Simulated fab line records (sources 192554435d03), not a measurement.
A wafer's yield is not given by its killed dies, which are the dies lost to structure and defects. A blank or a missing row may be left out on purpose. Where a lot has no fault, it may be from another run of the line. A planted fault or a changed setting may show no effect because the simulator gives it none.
A lot that was struck, set against a sound lot | flow n5_finfet | 44 out of 1938 route steps
Sound: these wafers, L819.1, L819.4, L819.6. Struck: wafers L831.1, L831.5. (L831.4 of the same lot was not struck and is left out.) The cause comes at the end.
For every step that has rows: the tool of each side, followed by ch and its chambers, followed by its first start. Under that, the readings that differ: sound wafers | struck wafers | difference of the means | sigmas: that difference in standard deviations of wafers without a fault.
alike: same words and numbers on both sides, and readings whose means sit less than 2 such deviations apart. not compared: any withheld reading, any reading some wafer has no value for, any bound like >300 that may hide the same value, and any number with overlapping values for which the record gives no deviation.
A row with sigmas, a row that says differs or no value, or rows on one side alone: a step with any of these is where the two part. Numbers that have no deviation but don't overlap get no sigmas and don't part them. A reading that every wafer of one side lacks parts them only if that side has two wafers or more.

first, 2 steps without rows for these wafers: N5_BEOL_M8_SPUTTER_48 (material Cu, target thk 10 nm, time 1.667 s); N5_BEOL_M8_ECD_50 (material Cu, target thk 300 nm).
N5_BEOL_M8_ANNEAL_51: time 90 s.
  sound on rtp_anneal-02 ch 0, day 9 20:45; struck on rtp_anneal-01 ch 0, day 12 11:27
  alike: wafer_temp_C_max
then, 1 step without rows for these wafers: N5_BEOL_M8_CMP_52 (polishes, stops on SiCOH lowk, t overpolish 6.9 s, target thk 80 nm).
N5_BEOL_M8_THK_MEAS_53: measures by xrf.
  struck on film_metro-02, day 12 12:02; sound on film_metro-01, day 9 21:20
  alike: M8_THK
then, 2 steps without rows for these wafers: N5_BEOL_M8_PRE_CLEAN_55 (time 15 s); N5_BEOL_M8_DEP_56 (deposits SiCN from 3MS/NH3, target thk 10 nm, time 17.5 s).
N5_BEOL_M8_RS_MEAS_57: the measuring method here is four-point-probe.
  struck on film_metro-01, day 12 12:12; sound on film_metro-01, day 9 21:28
  alike: M8_RS
N5_BEOL_M8_INSPECT_58: inspects for defects (darkfield).
  struck on defect_inspect-02, day 12 12:14; sound on defect_inspect-02, day 9 21:29
  reading          | sound    | struck | difference | sigmas
  raw_defect_count | 48 41 49 | 80 110 | +49        | +2
N5_BEOL_M9_ILD_DEP_00: deposits SiCOH lowk from DEMS/porogen, target thk 308.51 nm, time 58 s.
  sound on pecvd-01 ch 0,1, day 9 21:32; struck on pecvd-01 ch 0,1, day 12 12:16
  alike: heater_power_w, showerhead_plenum_p_Torr, throttle_valve_pct
N5_BEOL_M9_CURE_71: cures SiCOH lowk, time 240 s.
  sound on uv_cure-02 ch 0, day 9 21:38; struck on uv_cure-03 ch 2, day 12 12:20
  alike: lamp_power_pct, wafer_temp_C_max
N5_BEOL_M9_THK_MEAS_01:
  struck on film_metro-01, day 12 12:52; sound on film_metro-01, day 9 22:09
  alike: M9_ILD_THK
N5_BEOL_M9_PECVD_70: deposits SiO2 from TEOS/O2, target thk 20 nm, time 22.7 s.
  sound on pecvd-01 ch 0,1, day 9 22:11; struck on pecvd-01 ch 0,1, day 12 12:53
  reading                                    | sound          | struck    | difference | sigmas
  model.SiO2_of_BEOL_M9_PECVD_70.thk_nm (nm) | 19.4 20.2 19.8 | 18.8 18.6 | -1.1       |
  alike: heater_power_w, showerhead_plenum_p_Torr, throttle_valve_pct
then, 9 steps without rows for these wafers: N5_BEOL_M9_HM_DEP_02 (deposits TiN, target thk 20 nm); N5_BEOL_M9_COAT_59 (time 60 s, resist thk 100 nm); N5_BEOL_M9_COAT_60 (time 60 s, resist thk 30 nm); N5_BEOL_M9_COAT_05 (resist thk 90 nm); N5_BEOL_M9_EBR_07; N5_BEOL_M9_SOFTBAKE_06 (time 60 s); N5_BEOL_M9_EXPOSE_08 (exposes mask M9); N5_BEOL_M9_PEB_09 (peb time 60 s); N5_BEOL_M9_DEVELOP_10 (develop time 30 s).
N5_BEOL_M9_CD_MEAS_11: target cd 64.1 nm.
  sound on cd_sem-03 ch 0, day 10 00:21; struck on cd_sem-02 ch 0, day 12 13:29
  alike: cd_nm
N5_BEOL_M9_OVL_MEAS_12:
  sound on overlay-01 ch 0, day 10 00:23; struck on overlay-02 ch 0, day 12 13:31
  alike: M9_OVL
N5_BEOL_M9_INSPECT_13: inspects for defects (brightfield).
  struck on defect_inspect-02, day 12 13:32; sound on defect_inspect-01, day 10 00:24
  alike: raw_defect_count
then, 5 steps without rows for these wafers: N5_BEOL_M9_DESCUM_16 (chemistry O2, time 7.9 s); N5_BEOL_M9_ETCH_61 (etches SiARC in CF4, target depth 39 nm, time 65 s); N5_BEOL_M9_ETCH_62 (etches SOC in N2/H2, target depth 110 nm, overetch 22 nm, time 165 s); N5_BEOL_M9_STRIP_68 (strips in N2/H2); N5_BEOL_M9_STRIP_67 (strips in CF4).
N5_BEOL_M9_HM_OPEN_17: chemistry Cl2/BCl3, target TiN, target depth 20 nm, overetch 6 nm.
  sound on rie_metal-01 ch 1, day 10 00:46; struck on rie_metal-03 ch 0,1, day 12 13:50
  reading                     | sound       | struck  | difference | sigmas
  drypump_motor_current_A (A) | 5.4 5.4 5.4 | 6.0 6.5 | +0.8       | +2
  alike: oes_product_au, throttle_valve_pct
  not compared: rf_hours_counter_h
N5_BEOL_M9_STRIP_19: strips in O2.
  sound on rie_diel-01 ch 0,1,2, day 10 01:00; struck on rie_diel-06 ch 2, day 12 13:58
  reading                | sound          | struck    | difference | sigmas
  throttle_valve_pct (%) | 16.5 17.0 16.1 | 17.3 17.3 | +0.8       | +2
  alike: drypump_motor_current_A, oes_product_au, rf_vpp_V, showerhead_plenum_p_Torr
  not compared: rf_hours_counter_h
N5_BEOL_M9_CD_MEAS_18: pitch 140 nm, target cd 70 nm.
  struck on cd_sem-03, day 12 14:02; sound on cd_sem-01, day 10 01:04
  alike: cd_nm
then, 9 steps without rows for these wafers: N5_BEOL_M9_COAT_63 (time 60 s, resist thk 60 nm); N5_BEOL_M9_COAT_64 (time 60 s, resist thk 12 nm); N5_BEOL_M9_COAT_75 (time 60 s, resist thk 5 nm); N5_BEOL_M9_COAT_22 (resist thk 30 nm); N5_BEOL_M9_EBR_24; N5_BEOL_M9_SOFTBAKE_23 (time 60 s); N5_BEOL_M9_EXPOSE_25 (exposes mask V8); N5_BEOL_M9_PEB_26 (peb time 60 s); N5_BEOL_M9_DEVELOP_27 (develop time 30 s).
N5_BEOL_M9_HM_STRIP_39: strips TiN in peroxide tin strip, target depth 25 nm, time 158 s.
  sound on wet_bench-01 ch 1,6,7, day 10 03:32; struck on wet_bench-01 ch 0,7, day 12 15:12
  reading                                    | sound        | struck    | difference | sigmas
  model.SiO2_of_BEOL_M9_PECVD_70.thk_nm (nm) | 19.2 20 19.6 | 18.6 18.4 | -1.1       |
following that, these wafers have no rows for 1 step: N5_PASSIVATION_PROBE_49.

== WHERE THEY PART ==
At N5_BEOL_M8_INSPECT_58 first; at N5_BEOL_M9_STRIP_19 last (within this record only). Later steps at which nothing parts them and some readings are alike: N5_BEOL_M9_CD_MEAS_18.

WHY: the cause the simulator had injected
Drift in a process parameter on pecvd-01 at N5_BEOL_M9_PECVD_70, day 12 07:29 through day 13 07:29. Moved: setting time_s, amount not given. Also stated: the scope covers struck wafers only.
